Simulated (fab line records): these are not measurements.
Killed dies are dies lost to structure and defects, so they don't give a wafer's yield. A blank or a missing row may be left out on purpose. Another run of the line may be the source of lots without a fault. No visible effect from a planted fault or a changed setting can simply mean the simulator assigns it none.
Chamber matching | flow nandHarc | pecvd-02 running NHARC_A_SLIT_DEP_23: 3 sister chambers
The step deposits SiON, target thk 100 nm. 14 wafers are shown with their chamber, then 7 later ones without.

## WAFERS, EACH WITH ITS CHAMBER
wafer  | chamber | showerheadVppV (V) | heaterPowerW (W)
L075.1 | 1       | 1261               | 752
L075.4 | 1       | 1290               | 776
L075.5 | 2       | 1215               | 811
L079.1 | 0       | 1223               | 745
L079.4 | 1       | 1251               | 854
L079.6 | 1       | 1300               | 847
L081.2 | 1       | 1254               | 866
L081.3 | 1       | 1283               | 858
L081.6 | 1       | 1275               | 867
L080.2 | 0       | 1236               | 804
L080.4 | 0       | 1218               | 777
L080.6 | 1       | 1274               | 838
L086.2 | 0       | 1217               | 785
L086.4 | 0       | 1224               | 808

SIGNATURES (means of the wafers above)
reading        | chamber 0 | chamber 1 | chamber 2 | scatter within a chamber
showerheadVppV | 1223.60   | 1273.50   | 1215.00   | 14.6
heaterPowerW   | 783.80    | 832.25    | 811.00    | 38
Rule: for a wafer and a chamber, the distance is found by dividing, reading by reading, the gap between the wafer's reading and the chamber's mean by the reading's scatter, squaring, summing and taking the root. The wafer belongs to the nearest chamber; if the next one is less than 2 further off, it can't be placed. The scatter: take each reading less its chamber's mean, square it, sum over the shown wafers, divide by the number of wafers less the number of chambers, and take the root.

## WAFERS WITH NO CHAMBER GIVEN
wafer  | showerheadVppV (V) | heaterPowerW (W)
L086.6 | 1196               | 852
L093.1 | 1183               | 834
L093.4 | 1201               | 898
L093.5 | 1289               | 866
L094.4 | 1228               | 748
L094.5 | 1184               | 894
L094.6 | 1257               | 780

## EACH ONE'S CHAMBER
wafer  | from the rows above          | in truth
L086.6 | can't be placed: 2 or 0      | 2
L093.1 | can't be placed: 2 or 0      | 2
L093.4 | can't be placed: 2 or 0      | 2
L093.5 | 1                            | 1
L094.4 | can't be placed: 0 or 2      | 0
L094.5 | can't be placed: 2 or 0      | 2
L094.6 | can't be placed: 1 or 0 or 2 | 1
Placed correctly: 1 of 7. These rows do not allow placing 6 (true chamber among the candidates in 6). 0 placed wrongly.
